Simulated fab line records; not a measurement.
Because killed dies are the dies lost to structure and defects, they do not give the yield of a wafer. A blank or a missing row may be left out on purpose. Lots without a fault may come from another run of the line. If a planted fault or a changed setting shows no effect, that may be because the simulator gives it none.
Which tool is to blame? :: flow nand harc :: 36 wafers from 12 lots sampled at 5 of the route's 1159 steps

## WHAT THE GAUGES SHOWED, per wafer
NHARC_P_BONDPAD_INSPECT_23. Usual: raw defect count at 348, with a standard deviation of 140.
lot: L853
measured: day 6 22:14
on: defect inspect-02
raw defect count: 281 226 209
flag: 

lot: L858
measured: day 8 00:58
on: defect inspect-02
raw defect count: 203 451 284
flag: 

lot: L857
measured: day 8 01:47
on: defect inspect-02
raw defect count: 523 293 368
flag: 

lot: L860
measured: day 8 16:47
on: defect inspect-02
raw defect count: 239 328 246
flag: 

lot: L864
measured: day 10 00:50
on: defect inspect-02
raw defect count: 539 482 690
flag: 

lot: L861
measured: day 10 06:42
on: defect inspect-02
raw defect count: 316 328 274
flag: 

lot: L866
measured: day 10 13:16
on: defect inspect-01
raw defect count: 310 252 267
flag: 

lot: L865
measured: day 10 13:50
on: defect inspect-02
raw defect count: 427 435 253
flag: 

lot: L869
measured: day 11 11:22
on: defect inspect-01
raw defect count: 261 620 430
flag: 

lot: L873
measured: day 11 21:32
on: defect inspect-02
raw defect count: 414 331 298
flag: 

lot: L872
measured: day 11 21:54
on: defect inspect-01
raw defect count: 433 442 365
flag: 

lot: L874
measured: day 12 01:54
on: defect inspect-02
raw defect count: 404 190 249
flag: 

NHARC_END_SORT_01. Usual: killed at array 29, standard deviation 11; killed at other 0.6, standard deviation 0.92; killed at periphery 3.2, standard deviation 2; killed dies 33, standard deviation 11; killed open 3.2, standard deviation 2; killed short 1.9, standard deviation 1.5.
lot: L858
measured: day 21 07:18
on: prober-02
killed at array: 12 12 17
killed at other: 2 6 0
killed at periphery: 1 4 3
killed dies: 15 22 20
killed open: 0 4 8
killed short: 3 2 3
flag: 

lot: L860
measured: day 21 13:43
on: prober-02
killed at array: 17 21 9
killed at other: 0 1 0
killed at periphery: 3 1 4
killed dies: 20 23 13
killed open: 2 4 0
killed short: 4 3 3
flag: 

lot: L864
measured: day 22 07:37
on: prober-01
killed at array: 671 675 676
killed at other: 0 0 0
killed at periphery: 6 2 1
killed dies: 677 677 677
killed open: 4 2 7
killed short: 1 3 1
flag: OFF

lot: L861
measured: day 22 16:13
on: prober-01
killed at array: 670 673 673
killed at other: 0 0 0
killed at periphery: 7 4 4
killed dies: 677 677 677
killed open: 8 7 6
killed short: 2 2 1
flag: OFF

lot: L866
measured: day 22 17:02
on: prober-02
killed at array: 674 673 673
killed at other: 0 0 0
killed at periphery: 3 4 4
killed dies: 677 677 677
killed open: 1 5 5
killed short: 1 3 4
flag: OFF

lot: L869
measured: day 24 18:34
on: prober-02
killed at array: 57 43 52
killed at other: 1 2 2
killed at periphery: 2 2 1
killed dies: 60 47 55
killed open: 3 2 5
killed short: 2 0 1
flag: 

lot: L873
measured: day 25 03:21
on: prober-01
killed at array: 33 39 28
killed at other: 1 1 1
killed at periphery: 3 1 2
killed dies: 37 41 31
killed open: 5 5 2
killed short: 4 0 4
flag: 

lot: L872
measured: day 24 20:20
on: prober-01
killed at array: 18 29 28
killed at other: 0 0 0
killed at periphery: 1 3 4
killed dies: 19 32 32
killed open: 3 2 6
killed short: 0 2 2
flag: 

## WHAT TOOL EACH LOT RAN ON (gives the tool, then ch and the chambers of the sampled wafers, and finally the start)
lot: L853
NHARC_P_BONDPAD_ANNEAL_28: rtp anneal-02 ch 0, day 6 21:23
NHARC_A_ZERO_WELL_DESCUM_12: rie diel-10 ch 0,2,3, day 6 23:46
NHARC_A_ZERO_WELL_ETCH_13: rie si-04 ch 1,2,3, day 6 23:59

lot: L858
NHARC_P_BONDPAD_ANNEAL_28: rtp anneal-02 ch 0, day 8 00:13
NHARC_A_ZERO_WELL_DESCUM_12: rie diel-08 ch 0,1,2, day 8 02:29
NHARC_A_ZERO_WELL_ETCH_13: rie si-04 ch 0,1,3, day 8 02:41

lot: L857
NHARC_P_BONDPAD_ANNEAL_28: rtp anneal-02 ch 0, day 8 00:55
NHARC_A_ZERO_WELL_DESCUM_12: rie diel-10 ch 0,3, day 8 03:18
NHARC_A_ZERO_WELL_ETCH_13: rie si-06 ch 0,2,3, day 8 03:32

lot: L860
NHARC_P_BONDPAD_ANNEAL_28: rtp anneal-02 ch 0, day 8 15:56
NHARC_A_ZERO_WELL_DESCUM_12: rie diel-10 ch 0,1,2, day 8 18:15
NHARC_A_ZERO_WELL_ETCH_13: rie si-04 ch 1,2,3, day 8 18:27

lot: L864
NHARC_P_BONDPAD_ANNEAL_28: rtp anneal-02 ch 0, day 10 00:00
NHARC_A_ZERO_WELL_DESCUM_12: rie diel-10 ch 0,1,2, day 10 02:20
NHARC_A_ZERO_WELL_ETCH_13: rie si-04 ch 1,2, day 10 02:31

lot: L861
NHARC_P_BONDPAD_ANNEAL_28: rtp anneal-02 ch 0, day 10 05:51
NHARC_A_ZERO_WELL_DESCUM_12: rie diel-08 ch 1,2,3, day 10 08:11
NHARC_A_ZERO_WELL_ETCH_13: rie si-01 ch 0,2,3, day 10 08:25

lot: L866
NHARC_P_BONDPAD_ANNEAL_28: rtp anneal-02 ch 0, day 10 12:29
NHARC_A_ZERO_WELL_DESCUM_12: rie diel-10 ch 0,3, day 10 14:38
NHARC_A_ZERO_WELL_ETCH_13: rie si-01 ch 0,3, day 10 14:53

lot: L865
NHARC_P_BONDPAD_ANNEAL_28: rtp anneal-01 ch 0, day 10 12:57
NHARC_A_ZERO_WELL_DESCUM_12: rie diel-08 ch 1,2,3, day 10 15:12
NHARC_A_ZERO_WELL_ETCH_13: rie si-04 ch 1,2,3, day 10 15:26

lot: L869
NHARC_P_BONDPAD_ANNEAL_28: rtp anneal-02 ch 0, day 11 10:29
NHARC_A_ZERO_WELL_DESCUM_12: rie diel-08 ch 0,3, day 11 12:54
NHARC_A_ZERO_WELL_ETCH_13: rie si-01 ch 0,1,3, day 11 13:06

lot: L873
NHARC_P_BONDPAD_ANNEAL_28: rtp anneal-02 ch 0, day 11 20:40
NHARC_A_ZERO_WELL_DESCUM_12: rie diel-10 ch 1,2,3, day 11 23:04
NHARC_A_ZERO_WELL_ETCH_13: rie si-01 ch 0,1,2, day 11 23:16

lot: L872
NHARC_P_BONDPAD_ANNEAL_28: rtp anneal-01 ch 0, day 11 21:04
NHARC_A_ZERO_WELL_DESCUM_12: rie diel-08 ch 0,2,3, day 11 23:22
NHARC_A_ZERO_WELL_ETCH_13: rie si-04 ch 0,2,3, day 11 23:34

lot: L874
NHARC_P_BONDPAD_ANNEAL_28: rtp anneal-02 ch 0, day 12 01:04
NHARC_A_ZERO_WELL_DESCUM_12: rie diel-10 ch 1,2, day 12 03:23
NHARC_A_ZERO_WELL_ETCH_13: rie si-01 ch 0,2, day 12 03:36
- NHARC_P_BONDPAD_ANNEAL_28: time 90 s.
- NHARC_A_ZERO_WELL_DESCUM_12: chemistry O2, time 3 s.
- NHARC_A_ZERO_WELL_ETCH_13: etches the open film in HBr/Cl2, target depth 120 nm, time 40.1 s.

## AS READ BY THE TOOLS THEMSELVES (means over the sampled wafers that have a number; for cases with no such wafer, the mark the record gives instead)
NHARC_P_BONDPAD_ANNEAL_28. Usual: anneal temp c 225.00 C, standard deviation 0.16; wafer_temp_C_max 226.3, standard deviation 0.39.
lot: L853
tool: rtp anneal-02
anneal temp c (C): 224.89
wafer_temp_C_max: 226.8
flag: 

lot: L858
tool: rtp anneal-02
anneal temp c (C): 225.01
wafer_temp_C_max: 226.4
flag: 

lot: L857
tool: rtp anneal-02
anneal temp c (C): 225.07
wafer_temp_C_max: 226.5
flag: 

lot: L860
tool: rtp anneal-02
anneal temp c (C): 224.97
wafer_temp_C_max: 226.8
flag: 

lot: L864
tool: rtp anneal-02
anneal temp c (C): 225.01
wafer_temp_C_max: 226.6
flag: 

lot: L861
tool: rtp anneal-02
anneal temp c (C): 224.76
wafer_temp_C_max: 226.8
flag: 

lot: L866
tool: rtp anneal-02
anneal temp c (C): 225.02
wafer_temp_C_max: 226.7
flag: 

lot: L865
tool: rtp anneal-01
anneal temp c (C): 224.93
wafer_temp_C_max: 225.9
flag: 

lot: L869
tool: rtp anneal-02
anneal temp c (C): 225.09
wafer_temp_C_max: 226.8
flag: 

lot: L873
tool: rtp anneal-02
anneal temp c (C): 224.92
wafer_temp_C_max: 226.2
flag: 

lot: L872
tool: rtp anneal-01
anneal temp c (C): 224.94
wafer_temp_C_max: 225.7
flag: 

lot: L874
tool: rtp anneal-02
anneal temp c (C): 225.32
wafer_temp_C_max: 226.5
flag: 

NHARC_A_ZERO_WELL_DESCUM_12. Usual: chamber pressure mTorr 60.00 mTorr, standard deviation 0.055; drypump motor current A 5.8 A, standard deviation 0.37; oes product au 0.997 a.u., standard deviation 0.0069; rf vpp V 57.7 V, standard deviation 0.96; showerhead plenum p Torr 1.88 Torr, standard deviation 0.084; throttle valve pct 11.311 %, standard deviation 0.0086.
lot: L853
tool: rie diel-10
chamber pressure mTorr (mTorr): 60.08
drypump motor current A (A): 5.8
oes product au (a.u.): 0.997
rf vpp V (V): 57.3
showerhead plenum p Torr (Torr): 1.84
throttle valve pct (%): 11.306
flag: 

lot: L858
tool: rie diel-08
chamber pressure mTorr (mTorr): 60.02
drypump motor current A (A): 5.9
oes product au (a.u.): 1.002
rf vpp V (V): 58.4
showerhead plenum p Torr (Torr): 1.91
throttle valve pct (%): 11.312
flag: 

lot: L857
tool: rie diel-10
chamber pressure mTorr (mTorr): 60.00
drypump motor current A (A): 5.9
oes product au (a.u.): 0.999
rf vpp V (V): 57.9
showerhead plenum p Torr (Torr): 1.82
throttle valve pct (%): 11.309
flag: 

lot: L860
tool: rie diel-10
chamber pressure mTorr (mTorr): 60.02
drypump motor current A (A): 5.6
oes product au (a.u.): 0.998
rf vpp V (V): 57.7
showerhead plenum p Torr (Torr): 1.87
throttle valve pct (%): 11.316
flag: 

lot: L864
tool: rie diel-10
chamber pressure mTorr (mTorr): 60.01
drypump motor current A (A): 5.6
oes product au (a.u.): 1.004
rf vpp V (V): 58.3
showerhead plenum p Torr (Torr): 1.87
throttle valve pct (%): 11.307
flag: 

lot: L861
tool: rie diel-08
chamber pressure mTorr (mTorr): 59.99
drypump motor current A (A): 5.7
oes product au (a.u.): 0.996
rf vpp V (V): 57.0
showerhead plenum p Torr (Torr): 1.89
throttle valve pct (%): 11.311
flag: 

lot: L866
tool: rie diel-10
chamber pressure mTorr (mTorr): 60.00
drypump motor current A (A): 5.6
oes product au (a.u.): 0.984
rf vpp V (V): 58.0
showerhead plenum p Torr (Torr): 1.83
throttle valve pct (%): 11.305
flag: 

lot: L865
tool: rie diel-08
chamber pressure mTorr (mTorr): 60.00
drypump motor current A (A): 5.6
oes product au (a.u.): 1.004
rf vpp V (V): 56.7
showerhead plenum p Torr (Torr): 1.89
throttle valve pct (%): 11.312
flag: 

lot: L869
tool: rie diel-08
chamber pressure mTorr (mTorr): 60.00
drypump motor current A (A): 5.7
oes product au (a.u.): 0.997
rf vpp V (V): 57.3
showerhead plenum p Torr (Torr): 1.84
throttle valve pct (%): 11.318
flag: 

lot: L873
tool: rie diel-10
chamber pressure mTorr (mTorr): 59.98
drypump motor current A (A): 5.9
oes product au (a.u.): 0.991
rf vpp V (V): 57.6
showerhead plenum p Torr (Torr): 1.85
throttle valve pct (%): 11.312
flag: 

lot: L872
tool: rie diel-08
chamber pressure mTorr (mTorr): 59.98
drypump motor current A (A): 5.9
oes product au (a.u.): 0.996
rf vpp V (V): 57.5
showerhead plenum p Torr (Torr): 1.84
throttle valve pct (%): 11.302
flag: 

lot: L874
tool: rie diel-10
chamber pressure mTorr (mTorr): 60.04
drypump motor current A (A): 5.7
oes product au (a.u.): 0.994
rf vpp V (V): 58.0
showerhead plenum p Torr (Torr): 1.88
throttle valve pct (%): 11.304
flag: 

NHARC_A_ZERO_WELL_ETCH_13. Usual: bias w 100.0 W, standard deviation 0.31; chamber pressure mTorr 14.999 mTorr, standard deviation 0.014; drypump motor current A 5.6 A, standard deviation 0.34; oes product au 1.000 a.u., standard deviation 0.0075; throttle valve pct 26.405 %, standard deviation 0.0099.
lot: L853
tool: rie si-04
bias w (W): 100.0
chamber pressure mTorr (mTorr): 15.000
drypump motor current A (A): 5.9
oes product au (a.u.): 0.994
throttle valve pct (%): 26.404
flag: 

lot: L858
tool: rie si-04
bias w (W): 100.1
chamber pressure mTorr (mTorr): 15.002
drypump motor current A (A): 5.6
oes product au (a.u.): 1.007
throttle valve pct (%): 26.414
flag: 

lot: L857
tool: rie si-06
bias w (W): 100.1
chamber pressure mTorr (mTorr): 14.994
drypump motor current A (A): 5.7
oes product au (a.u.): 1.003
throttle valve pct (%): 26.406
flag: 

lot: L860
tool: rie si-04
bias w (W): 100.4
chamber pressure mTorr (mTorr): 15.018
drypump motor current A (A): 5.9
oes product au (a.u.): 0.998
throttle valve pct (%): 26.413
flag: 

lot: L864
tool: rie si-04
bias w (W): -
chamber pressure mTorr (mTorr): -
drypump motor current A (A): -
oes product au (a.u.): -
throttle valve pct (%): -
flag: OFF

lot: L861
tool: rie si-01
bias w (W): -
chamber pressure mTorr (mTorr): -
drypump motor current A (A): -
oes product au (a.u.): -
throttle valve pct (%): -
flag: OFF

lot: L866
tool: rie si-01
bias w (W): -
chamber pressure mTorr (mTorr): -
drypump motor current A (A): -
oes product au (a.u.): -
throttle valve pct (%): -
flag: OFF

lot: L865
tool: rie si-04
bias w (W): 100.3
chamber pressure mTorr (mTorr): 14.992
drypump motor current A (A): 5.9
oes product au (a.u.): 0.998
throttle valve pct (%): 26.399
flag: 

lot: L869
tool: rie si-01
bias w (W): 99.8
chamber pressure mTorr (mTorr): 15.001
drypump motor current A (A): 5.5
oes product au (a.u.): 1.003
throttle valve pct (%): 26.391
flag: 

lot: L873
tool: rie si-01
bias w (W): 99.9
chamber pressure mTorr (mTorr): 15.011
drypump motor current A (A): 5.6
oes product au (a.u.): 0.999
throttle valve pct (%): 26.406
flag: 

lot: L872
tool: rie si-04
bias w (W): 100.0
chamber pressure mTorr (mTorr): 14.990
drypump motor current A (A): 5.7
oes product au (a.u.): 0.992
throttle valve pct (%): 26.414
flag: 

lot: L874
tool: rie si-01
bias w (W): 100.3
chamber pressure mTorr (mTorr): 15.005
drypump motor current A (A): 5.7
oes product au (a.u.): 1.005
throttle valve pct (%): 26.409
flag: 

## THE ANSWER, worked out from the rows above alone
Rule: take the mean of a lot's wafers that have a number; if it is more than 3 standard deviations from the usual mean, the lot is off. A lot without any number at a reading at which 4 lots or more have one is off too. The other lots that the step has rows for count as sound. After the gauges, taken in route order, come the tools' own readings; for these a lot's mean is taken, as printed above. The first step at which some lot is off is used, and at that step the reading that is off furthest; a lot without a number counts as furthest.
Off at NHARC_END_SORT_01 (killed at array): L864, L861, L866. Neither off nor sound, because the step has no rows for them: L853, L857, L865, L874.
If a tool, at a process step before that reading, ran all the lots that are off and no sound lot after the first of them, it fits. The gauges at NHARC_END_SORT_01 aren't tried: what is off there is off at NHARC_A_ZERO_WELL_ETCH_13 too, on other tools, and a gauge's error can't cause that. Not one of the candidates tried fits.

## WHAT WAS PUT IN BY THE SIMULATOR
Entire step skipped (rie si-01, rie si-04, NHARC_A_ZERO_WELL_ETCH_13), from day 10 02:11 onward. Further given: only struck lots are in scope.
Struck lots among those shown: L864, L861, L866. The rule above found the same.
